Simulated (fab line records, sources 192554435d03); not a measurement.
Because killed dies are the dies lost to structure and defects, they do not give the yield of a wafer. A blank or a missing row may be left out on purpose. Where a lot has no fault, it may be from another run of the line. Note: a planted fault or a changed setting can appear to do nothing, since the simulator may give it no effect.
fab line records	flow n5-finfet	part 1 of 2: steps 1 to 20 of 29
[record] lots = 5	wafers = 15	last-day = 16
route steps=1938 shown BEOL_M9@1410
lots untouched by any fault: they come from a run of this same line in which no faults occurred
start-h: hours from the record's first day to the start of the lot's first wafer shown	wait-h: time in hours since the lot's previous step	" unchanged from the row above	L1.1+2: a row that stands for several wafers	- no value present, or no start provided	* or withheld: withheld	< > ~ a bound
route shown NAME@n: a module of which the file shows steps, and the number in the route of the first	usual: mean/standard deviation taken from wafers without a fault	same: alike in all rows	chamber/n: place in a boat	sites: the reading at each site	_std_site: how widely they spread, as a standard deviation	_edge_site: inner sites' mean taken away from outer sites' mean	radius-mm: how far each site lies from the wafer's centre	mask NAME#n: copy n	behind: tool/chamber where the wafer was last shaped	hold: the reason the lot was held/the length of the hold in hours/how it ended	device: whichever transistor did not switch (one of n, p or np)	end of line: tests run on the same wafers once the route is complete	for a step that has no rows: nothing shown but its recipe	killed: not the wafer's yield, but the dies lost to structure and defects at the first sort	map: per-die view of a wafer (x killed, . not killed, _ where there is no die)
set.NAME: the setting that was run; set.NAME@STEP: the one run at that earlier step	model.NAME: the simulator's own value behind a step, which no gauge read
lots seen at some steps along the route; tables by step, rows by wafer
services: when a tool's chamber went out of use (start-h, in hours from the record's first day, below 0 if earlier), for how many hours, and the reason
[[steps]]
[step N5_BEOL_M9_SOFTBAKE_06]
[recipe] temp-c = 110	time-s = 60	resist = CAR-ArF
lot.wafer	tool	chamber	start-h	wait-h
L074.1+3+6	litho-track-04	0	-	-
L089.1+3+6	litho-track-01	0	-	-
L092.1+5+6	litho-track-04	0	-	-
L091.1+4+5	litho-track-02	0	-	-
L094.2+3+4	litho-track-01	0	-	-
[step N5_BEOL_M9_EXPOSE_08]
[recipe] mask-id = M9	na = 1.35	source-shape = dipole	sigma-inner = 0.411	sigma-outer = 0.611	polarization = te	dose-mj = 53.75
lot.wafer	tool	chamber	start-h	wait-h	mask
L074.1+3+6	arfi-scanner-01	0	222.12	-	M9#0
L089.1+3+6	arfi-scanner-01	0	299.00	-	M9#0
L092.1+5+6	arfi-scanner-01	0	314.12	-	M9#0
L091.1+4+5	arfi-scanner-03	0	314.76	-	M9#0
L094.2+3+4	arfi-scanner-02	0	334.61	-	M9#0
[step N5_BEOL_M9_PEB_09]
[recipe] peb-temp-c = withheld	peb-time-s = 60	resist = CAR-ArF
lot.wafer	tool	chamber	start-h	wait-h
L074.1+3+6	litho-track-02	0	222.18	0.1
L089.1+3+6	litho-track-01	0	299.06	0.1
L092.1+5+6	litho-track-04	0	314.18	0.1
L091.1+4+5	litho-track-02	0	314.81	0.1
L094.2+3+4	litho-track-04	0	334.67	0.0
[step N5_BEOL_M9_DEVELOP_10]
[recipe] develop-time-s = 30	developer = TMAH	resist = CAR-ArF	rinse-liquid = diw	dry = air-spin	dev-temp-c = 23
lot.wafer	tool	chamber	start-h	wait-h
L074.1+3+6	litho-track-02	0	-	-
L089.1+3+6	litho-track-01	0	-	-
L092.1+5+6	litho-track-04	0	-	-
L091.1+4+5	litho-track-02	0	-	-
L094.2+3+4	litho-track-04	0	-	-
[step N5_BEOL_M9_CD_MEAS_11]
[recipe] target-cd-nm = 64.1	landing-energy-ev = 500	detector = se-inlens	polarity = opening
[usual] cd-nm = 63.9/0.57
lot.wafer	tool	chamber	start-h	wait-h	cd-nm
L074.1	cd-sem-02	0	222.25	-	63.2
L074.3	"	0	"	"	64.2
L074.6	"	0	"	"	63.2
L089.1	cd-sem-03	0	299.13	-	63.7
L089.3	"	0	"	"	64.5
L089.6	"	0	"	"	63.2
L092.1	cd-sem-03	0	314.24	-	64.5
L092.5	"	0	"	"	64.1
L092.6	"	0	"	"	64.3
L091.1	cd-sem-02	0	314.88	-	63.2
L091.4	"	0	"	"	63.0
L091.5	"	0	"	"	63.2
L094.2	cd-sem-03	0	334.73	-	64.0
L094.3	"	0	"	"	64.8
L094.4	"	0	"	"	64.0
[step N5_BEOL_M9_OVL_MEAS_12]
[recipe] points-per-wafer = 44
[usual] M9_OVL = 0.1/0.74
[same] points-per-wafer = 44
lot.wafer	tool	chamber	start-h	wait-h	M9_OVL[nm]
L074.1	overlay-02	0	222.28	0.0	0.6
L074.3	"	0	"	"	-0.4
L074.6	"	0	"	"	0.5
L089.1	overlay-01	0	299.17	0.0	0.5
L089.3	"	0	"	"	0.8
L089.6	"	0	"	"	0.0
L092.1	overlay-01	0	314.27	0.0	-0.2
L092.5	"	0	"	"	1.0
L092.6	"	0	"	"	-0.2
L091.1	overlay-02	0	314.91	0.0	-0.6
L091.4	"	0	"	"	-0.1
L091.5	"	0	"	"	-1.1
L094.2	overlay-02	0	334.76	0.0	-1.1
L094.3	"	0	"	"	0.6
L094.4	"	0	"	"	0.1
[step N5_BEOL_M9_INSPECT_13]
[recipe] mode = adi	inspect-instrument = brightfield
[usual] raw-defect-count = 441/96
lot.wafer	tool	chamber	start-h	wait-h	raw-defect-count
L074.1	defect-inspect-02	-	222.30	0.0	487
L074.3	"	-	"	"	320
L074.6	"	-	"	"	359
L089.1	defect-inspect-02	-	299.19	0.0	521
L089.3	"	-	"	"	747
L089.6	"	-	"	"	490
L092.1	defect-inspect-02	-	314.30	0.0	393
L092.5	"	-	"	"	591
L092.6	"	-	"	"	674
L091.1	defect-inspect-01	-	314.94	0.0	500
L091.4	"	-	"	"	422
L091.5	"	-	"	"	408
L094.2	defect-inspect-01	-	334.79	0.0	672
L094.3	"	-	"	"	386
L094.4	"	-	"	"	357
[step N5_BEOL_M9_DESCUM_16]
[recipe] chemistry = O2	time-s = 7.9	source-power-w = 50	bias-power-w = 20	pressure-mtorr = 20	rf-frequency-hz = 2.712e+07	temp-c = 40	resist = CAR-ArF	o2-flow-sccm = 225
[usual] bias-power-w = 20.01/0.065	drypump-motor-current-A = 5.4/0.44	oes-product-au = 0.83/0.097	rf-vpp-V = 243.6/1.3	showerhead-plenum-p-Torr = 2.14/0.063	temp-c = 39.99/0.11	throttle-valve-pct = 20.4/0.3
lot.wafer	tool	chamber	start-h	wait-h	bias-power-w	drypump-motor-current-A	oes-product-au	rf-hours-counter-h	rf-vpp-V	showerhead-plenum-p-Torr	temp-c	throttle-valve-pct
L074.1	rie-diel-02	0	222.34	0.0	20.09	5.8	0.91	28	244.7	2.22	39.92	20.2
L074.3	"	3	"	"	20.08	5.9	0.98	6	244.2	2.15	40.01	20.4
L074.6	"	0	"	"	20.04	5.8	0.92	-	244.0	2.22	39.98	20.2
L089.1	rie-diel-04	1	299.27	0.1	19.97	5.4	0.72	193	243.1	2.09	39.95	20.5
L089.3	"	3	"	"	20.05	5.8	0.70	242	242.9	2.17	39.93	21.2
L089.6	"	0	"	"	19.88	5.6	0.87	-	243.3	2.11	40.02	20.1
L092.1	rie-diel-04	3	314.33	0.0	19.98	5.9	0.71	248	243.7	2.17	39.93	21.2
L092.5	"	0	"	"	20.02	5.6	0.88	-	244.0	2.11	40.05	20.1
L092.6	"	1	"	"	19.90	5.3	0.72	-	242.7	2.09	39.97	20.5
L091.1	rie-diel-06	2	315.01	0.1	19.91	4.6	0.86	37	245.0	2.20	40.17	20.3
L091.4	"	1	"	"	19.97	5.8	0.84	62	241.2	2.06	39.88	20.5
L091.5	"	3	"	"	19.99	4.8	0.99	-	242.8	2.15	40.02	20.1
L094.2	rie-diel-02	2	334.97	0.2	19.94	5.5	0.95	14	244.0	2.15	39.97	20.4
L094.3	"	1	"	"	20.08	6.0	0.89	28	245.6	2.25	39.83	20.1
L094.4	"	0	"	"	19.99	5.8	0.86	67	244.0	2.21	39.91	20.3
[step N5_BEOL_M9_ETCH_61]
[recipe] chemistry = CF4	target = SiARC	target-depth-a = 390	mask-material = CAR-ArF	time-s = 65	ion-energy-ev = 80	pressure-mtorr = 40	source-w = 545	bias-w = 36	Ar_flow_sccm = 100	cf4-flow-sccm = 100	ends = cleared
[usual] bias-w = 36.01/0.1	drypump-motor-current-A = 5.5/0.44	etch-rf-on-time-s = 64.5/1.6	oes-product-au = 0.71/0.082	rf-vpp-V = 184.4/1	showerhead-plenum-p-Torr = 2.18/0.064	throttle-valve-pct = 15.55/0.29
lot.wafer	tool	chamber	start-h	wait-h	bias-w	drypump-motor-current-A	etch-rf-on-time-s	oes-product-au	rf-hours-counter-h	rf-vpp-V	showerhead-plenum-p-Torr	throttle-valve-pct
L074.1	rie-diel-02	0	222.37	0.0	36.08	5.8	63.9	0.78	28	184.4	2.27	15.35
L074.3	"	3	"	"	35.99	5.9	65.6	0.82	6	184.7	2.18	15.40
L074.6	"	0	"	"	36.05	5.8	64.1	0.78	-	185.1	2.27	15.35
L089.1	rie-diel-04	1	299.31	0.0	35.88	5.3	65.5	0.61	193	184.8	2.13	15.62
L089.3	"	3	"	"	35.87	5.8	66.4	0.59	242	183.6	2.20	16.18
L089.6	"	0	"	"	35.88	5.6	63.1	0.76	-	182.6	2.17	15.32
L092.1	rie-diel-04	3	314.37	0.0	35.97	5.8	66.6	0.58	248	185.2	2.20	16.19
L092.5	"	0	"	"	36.08	5.6	62.4	0.75	-	183.2	2.17	15.34
L092.6	"	1	"	"	35.82	5.3	65.7	0.61	-	185.5	2.12	15.63
L091.1	rie-diel-06	2	315.04	0.0	35.96	4.6	64.2	0.75	37	185.8	2.27	15.56
L091.4	"	1	"	"	36.13	5.8	63.2	0.73	62	183.3	2.09	15.50
L091.5	"	3	"	"	36.09	4.8	62.0	0.87	-	184.8	2.19	15.22
L094.2	rie-diel-02	2	335.01	0.0	36.10	5.5	62.4	0.82	14	184.4	2.21	15.55
L094.3	"	1	"	"	36.05	6.0	66.2	0.75	28	185.5	2.27	15.12
L094.4	"	0	"	"	35.98	5.8	63.2	0.72	67	186.4	2.25	15.43
[step N5_BEOL_M9_ETCH_62]
[recipe] chemistry = N2/H2	target = SOC	target-depth-a = 1100	overetch-a = 220	mask-material = SiARC	temp-c = 40	time-s = 165	ion-energy-ev = 200	pressure-mtorr = 30	source-w = 840	bias-w = 150	n2-flow-sccm = 200	h2-flow-sccm = 200
[usual] bias-w = 150.0/0.5	drypump-motor-current-A = 5.5/0.44	oes-product-au = 0.70/0.077	rf-vpp-V = 525.2/2.4	showerhead-plenum-p-Torr = 2.59/0.079	temp-c = 39.97/0.12	throttle-valve-pct = 17.8/0.31
lot.wafer	tool	chamber	start-h	wait-h	bias-w	drypump-motor-current-A	oes-product-au	rf-hours-counter-h	rf-vpp-V	showerhead-plenum-p-Torr	temp-c	throttle-valve-pct
L074.1	rie-diel-02	0	222.42	0.0	150.1	5.9	0.75	28	528.3	2.70	39.85	17.6
L074.3	"	3	"	"	150.2	5.9	0.81	6	524.6	2.61	39.74	17.9
L074.6	"	0	"	"	150.4	5.9	0.76	-	527.9	2.70	40.07	17.6
L089.1	rie-diel-04	1	299.36	0.0	149.6	5.3	0.62	193	523.1	2.54	40.01	18.0
L089.3	"	3	"	"	150.1	5.9	0.59	242	526.4	2.59	40.07	18.3
L089.6	"	0	"	"	149.7	5.6	0.74	-	524.8	2.58	39.69	17.4
L092.1	rie-diel-04	3	314.42	0.0	150.5	5.9	0.59	248	525.9	2.59	40.12	18.3
L092.5	"	0	"	"	150.1	5.6	0.73	-	524.0	2.58	39.91	17.5
L092.6	"	1	"	"	149.7	5.4	0.61	-	523.5	2.54	40.16	18.0
L091.1	rie-diel-06	2	315.09	0.0	149.8	4.7	0.73	37	529.2	2.70	40.06	17.9
L091.4	"	1	"	"	149.8	5.8	0.70	62	521.6	2.46	40.01	17.5
L091.5	"	3	"	"	149.1	4.8	0.83	-	525.0	2.62	39.99	17.5
L094.2	rie-diel-02	2	335.06	0.0	149.2	5.5	0.79	14	524.5	2.61	39.84	17.7
L094.3	"	1	"	"	149.8	6.0	0.76	28	528.7	2.67	40.03	17.0
L094.4	"	0	"	"	150.5	5.8	0.71	68	528.9	2.68	40.05	17.7
[step N5_BEOL_M9_STRIP_68]
[recipe] chemistry = N2/H2	temp-c = 40	n2-flow-sccm = 200	h2-flow-sccm = 200	rf-frequency-hz = 6e+07
lot.wafer	tool	chamber	start-h	wait-h
L074.1+3+6	rie-diel-02	0,3,0	222.56	0.1
L089.1+3+6	rie-diel-04	1,3,0	299.49	0.1
L092.1+5+6	rie-diel-04	3,0,1	314.55	0.1
L091.1+4+5	rie-diel-06	2,1,3	315.23	0.1
L094.2+3+4	rie-diel-02	2,1,0	335.19	0.1
[step N5_BEOL_M9_STRIP_67]
[recipe] chemistry = CF4	resist = SiARC	power-w = 300	bias-power-w = 75	pressure-mtorr = 50	cf4-flow-sccm = 150	rf-frequency-hz = 6e+07
[usual] bias-power-w = 74.98/0.23	drypump-motor-current-A = 5.4/0.44	oes-product-au = 0.83/0.091	power-w = 300.0/0.82	rf-vpp-V = 271.9/1.5	showerhead-plenum-p-Torr = 1.83/0.051	throttle-valve-pct = 13.5/0.31
lot.wafer	tool	chamber	start-h	wait-h	bias-power-w	drypump-motor-current-A	oes-product-au	power-w	rf-hours-counter-h	rf-vpp-V	showerhead-plenum-p-Torr	throttle-valve-pct
L074.1	rie-diel-02	0	222.57	0.0	74.63	5.8	0.89	300.0	28	273.8	1.91	13.4
L074.3	"	3	"	"	74.79	5.9	0.97	301.4	6	272.3	1.82	13.3
L074.6	"	0	"	"	75.17	5.8	0.90	299.9	-	273.5	1.91	13.4
L089.1	rie-diel-04	1	299.50	0.0	75.07	5.3	0.73	299.2	193	272.7	1.80	13.7
L089.3	"	3	"	"	74.89	5.9	0.70	301.1	242	271.8	1.84	14.2
L089.6	"	0	"	"	74.83	5.6	0.86	300.9	-	271.5	1.81	13.3
L092.1	rie-diel-04	3	314.56	0.0	75.46	5.9	0.70	298.0	248	272.0	1.84	14.2
L092.5	"	0	"	"	75.06	5.5	0.86	300.8	-	273.0	1.81	13.3
L092.6	"	1	"	"	74.82	5.3	0.72	301.5	-	269.4	1.79	13.7
L091.1	rie-diel-06	2	315.24	0.0	75.02	4.6	0.86	300.9	37	273.5	1.90	13.5
L091.4	"	1	"	"	75.45	5.8	0.83	300.7	62	269.8	1.75	13.5
L091.5	"	3	"	"	74.72	4.8	0.98	299.7	-	272.1	1.84	13.2
L094.2	rie-diel-02	2	335.20	0.0	74.98	5.5	0.95	300.1	14	272.4	1.84	13.4
L094.3	"	1	"	"	74.88	6.0	0.90	299.3	28	272.5	1.89	13.0
L094.4	"	0	"	"	74.68	5.8	0.84	298.6	68	273.1	1.90	13.5
[step N5_BEOL_M9_HM_OPEN_17]
[recipe] chemistry = Cl2/BCl3	target-depth-a = 200	overetch-a = 60	target = TiN	mask-material = SOC	ion-energy-ev = 150	pressure-mtorr = 10	icp-w = 1000	bias-w = 126	Cl2_flow_sccm = 53.25	bcl3-flow-sccm = 21.75	Ar_flow_sccm = 25
[usual] bias-w = 126.0/0.42	drypump-motor-current-A = 6.2/0.43	he-backside-leak-sccm = 3.6/0.37	mfc-cl2-sccm = 53.24/0.15	oes_ar_750_au = 0.78/0.1	oes-product-au = 0.67/0.1	throttle-valve-pct = 22.04/0.14
lot.wafer	tool	chamber	start-h	wait-h	bias-w	drypump-motor-current-A	he-backside-leak-sccm	mfc-cl2-sccm	oes_ar_750_au	oes-product-au	rf-hours-counter-h	throttle-valve-pct
L074.1	rie-metal-02	0	222.61	0.0	125.5	5.9	3.6	53.57	0.69	0.56	91	22.16
L074.3	"	0	"	"	125.6	5.8	3.8	53.29	0.70	0.56	-	22.17
L074.6	"	1	"	"	126.5	6.5	3.7	53.20	0.79	0.69	-	22.07
L089.1	rie-metal-03	1	299.54	0.0	126.3	6.5	3.6	53.32	0.77	0.69	33	21.88
L089.3	"	1	"	"	126.2	6.5	3.8	53.36	0.77	0.68	-	21.88
L089.6	"	0	"	"	125.4	5.4	3.5	53.24	0.74	0.59	-	22.18
L092.1	rie-metal-01	0	314.60	0.0	125.8	6.2	3.3	53.34	0.96	0.83	3	22.00
L092.5	"	0	"	"	126.1	6.2	3.3	53.48	0.96	0.83	-	21.99
L092.6	"	1	"	"	126.1	6.6	3.3	53.14	0.89	0.78	-	21.86
L091.1	rie-metal-03	1	315.28	0.0	126.0	6.5	3.7	53.37	0.77	0.69	35	21.87
L091.4	"	0	"	"	125.9	5.4	3.5	53.33	0.73	0.60	-	22.19
L091.5	"	0	"	"	125.7	5.4	3.6	53.29	0.73	0.60	-	22.18
L094.2	rie-metal-03	0	335.24	0.0	125.8	5.4	3.5	53.46	0.72	0.59	76	22.21
L094.3	"	0	"	"	125.8	5.4	3.6	53.65	0.72	0.60	-	22.21
L094.4	"	1	"	"	126.3	6.4	3.4	53.21	0.76	0.68	-	21.88
[step N5_BEOL_M9_STRIP_19]
[recipe] chemistry = O2	power-w = 400	temp-c = 40	pressure-mtorr = 30	rf-frequency-hz = 6e+07	bias-power-w = 0	overash-fraction = 0.2	o2-flow-sccm = 225
[usual] drypump-motor-current-A = 5.4/0.45	oes-product-au = 0.82/0.091	rf-vpp-V = 3.7/0.63	showerhead-plenum-p-Torr = 2.13/0.068	temp-c = 39.99/0.12	throttle-valve-pct = 16.66/0.28
[same] bias-power-w = 0
lot.wafer	tool	chamber	start-h	wait-h	drypump-motor-current-A	oes-product-au	rf-hours-counter-h	rf-vpp-V	showerhead-plenum-p-Torr	temp-c	throttle-valve-pct
L074.1	rie-diel-04	3	222.77	0.1	5.9	0.72	220	3.8	2.18	40.06	17.34
L074.3	"	1	"	"	5.3	0.74	169	3.2	2.11	39.98	16.71
L074.6	"	3	"	"	5.8	0.73	-	3.2	2.19	40.07	17.34
L089.1	rie-diel-06	1	299.78	0.2	5.8	0.85	56	4.8	2.06	40.10	16.69
L089.3	"	2	"	"	4.6	0.87	30	3.7	2.20	40.07	16.49
L089.6	"	1	"	"	5.8	0.85	-	3.2	2.06	39.99	16.69
L092.1	rie-diel-02	2	314.80	0.2	5.5	0.97	7	3.4	2.16	39.97	16.59
L092.5	"	0	"	"	5.8	0.87	-	3.5	2.22	40.27	16.48
L092.6	"	3	"	"	5.9	0.89	-	3.7	2.14	40.18	16.62
L091.1	rie-diel-02	1	315.39	0.1	6.0	0.89	21	3.2	2.25	39.89	16.28
L091.4	"	0	"	"	5.8	0.87	61	3.1	2.21	40.02	16.47
L091.5	"	2	"	"	5.5	0.96	-	3.3	2.16	39.97	16.58
L094.2	rie-diel-04	0	335.35	0.1	5.6	0.87	72	4.3	2.11	39.82	16.38
L094.3	"	2	"	"	5.2	0.81	87	3.1	2.13	39.85	16.46
L094.4	"	2	"	"	5.2	0.80	-	3.5	2.13	39.94	16.47
[step N5_BEOL_M9_CD_MEAS_18]
[recipe] pitch-nm = 140	target-cd-nm = 70
[usual] cd-nm = 69.8/0.59
lot.wafer	tool	chamber	start-h	wait-h	cd-nm
L074.1	cd-sem-01	-	222.84	0.0	69.6
L074.3	"	-	"	"	69.8
L074.6	"	-	"	"	69.3
L089.1	cd-sem-02	-	299.85	0.0	69.5
L089.3	"	-	"	"	69.8
L089.6	"	-	"	"	69.8
L092.1	cd-sem-01	-	314.87	0.0	70.1
L092.5	"	-	"	"	69.9
L092.6	"	-	"	"	70.4
L091.1	cd-sem-02	-	315.46	0.0	69.2
L091.4	"	-	"	"	69.1
L091.5	"	-	"	"	69.7
L094.2	cd-sem-02	-	335.43	0.1	70.4
L094.3	"	-	"	"	69.7
L094.4	"	-	"	"	69.9
[step N5_BEOL_M9_COAT_63]
[recipe] resist = SOC	temp-c = 250	time-s = 60	spin-rpm = 1500	resist-thk-nm = 60
[usual] spin-speed-rpm = 1500.2/1
lot.wafer	tool	chamber	start-h	wait-h	spin-speed-rpm
L074.1	litho-track-01	0	223.47	0.6	1501.0
L074.3	"	0	"	"	1500.4
L074.6	"	0	"	"	1499.4
L089.1	litho-track-01	0	300.31	0.5	1500.4
L089.3	"	0	"	"	1499.0
L089.6	"	0	"	"	1500.4
L092.1	litho-track-01	0	315.76	0.9	1502.3
L092.5	"	0	"	"	1501.9
L092.6	"	0	"	"	1501.6
L091.1	litho-track-04	0	315.80	0.3	1501.0
L091.4	"	0	"	"	1501.8
L091.5	"	0	"	"	1502.1
L094.2	litho-track-04	0	337.27	1.8	1500.2
L094.3	"	0	"	"	1501.3
L094.4	"	0	"	"	1501.0
[step N5_BEOL_M9_COAT_64]
[recipe] resist = SiARC	temp-c = 220	time-s = 60	spin-rpm = 1500	resist-thk-nm = 12
[usual] spin-speed-rpm = 1500.2/1.1
lot.wafer	tool	chamber	start-h	wait-h	spin-speed-rpm
L074.1	litho-track-01	0	-	-	1500.3
L074.3	"	0	"	"	1499.3
L074.6	"	0	"	"	1500.2
L089.1	litho-track-01	0	-	-	1499.4
L089.3	"	0	"	"	1499.3
L089.6	"	0	"	"	1501.4
L092.1	litho-track-01	0	-	-	1501.7
L092.5	"	0	"	"	1502.0
L092.6	"	0	"	"	1500.2
L091.1	litho-track-04	0	-	-	1500.9
L091.4	"	0	"	"	1499.4
L091.5	"	0	"	"	1500.5
L094.2	litho-track-04	0	-	-	1501.1
L094.3	"	0	"	"	1499.8
L094.4	"	0	"	"	1500.0
[step N5_BEOL_M9_COAT_75]
[recipe] resist = underlayer	temp-c = 205	time-s = 60	spin-rpm = 1500	resist-thk-nm = 5
[usual] spin-speed-rpm = 1500.1/1
lot.wafer	tool	chamber	start-h	wait-h	spin-speed-rpm
L074.1	litho-track-01	0	-	-	1499.3
L074.3	"	0	"	"	1499.6
L074.6	"	0	"	"	1498.9
L089.1	litho-track-01	0	-	-	1499.0
L089.3	"	0	"	"	1499.9
L089.6	"	0	"	"	1497.9
L092.1	litho-track-01	0	-	-	1500.2
L092.5	"	0	"	"	1501.2
L092.6	"	0	"	"	1500.7
L091.1	litho-track-04	0	-	-	1500.6
L091.4	"	0	"	"	1501.0
L091.5	"	0	"	"	1501.2
L094.2	litho-track-04	0	-	-	1499.6
L094.3	"	0	"	"	1500.0
L094.4	"	0	"	"	1500.3
[step N5_BEOL_M9_COAT_22]
[recipe] resist = CAR-EUV	spin-rpm = 1500	resist-thk-nm = 30
[usual] spin-speed-rpm = 1500.1/0.99
lot.wafer	tool	chamber	start-h	wait-h	spin-speed-rpm
L074.1	litho-track-01	0	-	-	1500.4
L074.3	"	0	"	"	1500.0
L074.6	"	0	"	"	1500.3
L089.1	litho-track-01	0	-	-	1500.3
L089.3	"	0	"	"	1499.4
L089.6	"	0	"	"	1499.5
L092.1	litho-track-01	0	-	-	1499.1
L092.5	"	0	"	"	1499.9
L092.6	"	0	"	"	1499.4
L091.1	litho-track-04	0	-	-	1499.7
L091.4	"	0	"	"	1501.1
L091.5	"	0	"	"	1501.8
L094.2	litho-track-04	0	-	-	1500.2
L094.3	"	0	"	"	1501.1
L094.4	"	0	"	"	1499.7
[step N5_BEOL_M9_EBR_24]
[recipe] solvent = PGMEA	ebr-width-mm = 1.5
lot.wafer	tool	chamber	start-h	wait-h
L074.1+3+6	litho-track-01	0	-	-
L089.1+3+6	litho-track-01	0	-	-
L092.1+5+6	litho-track-01	0	-	-
L091.1+4+5	litho-track-04	0	-	-
L094.2+3+4	litho-track-04	0	-	-
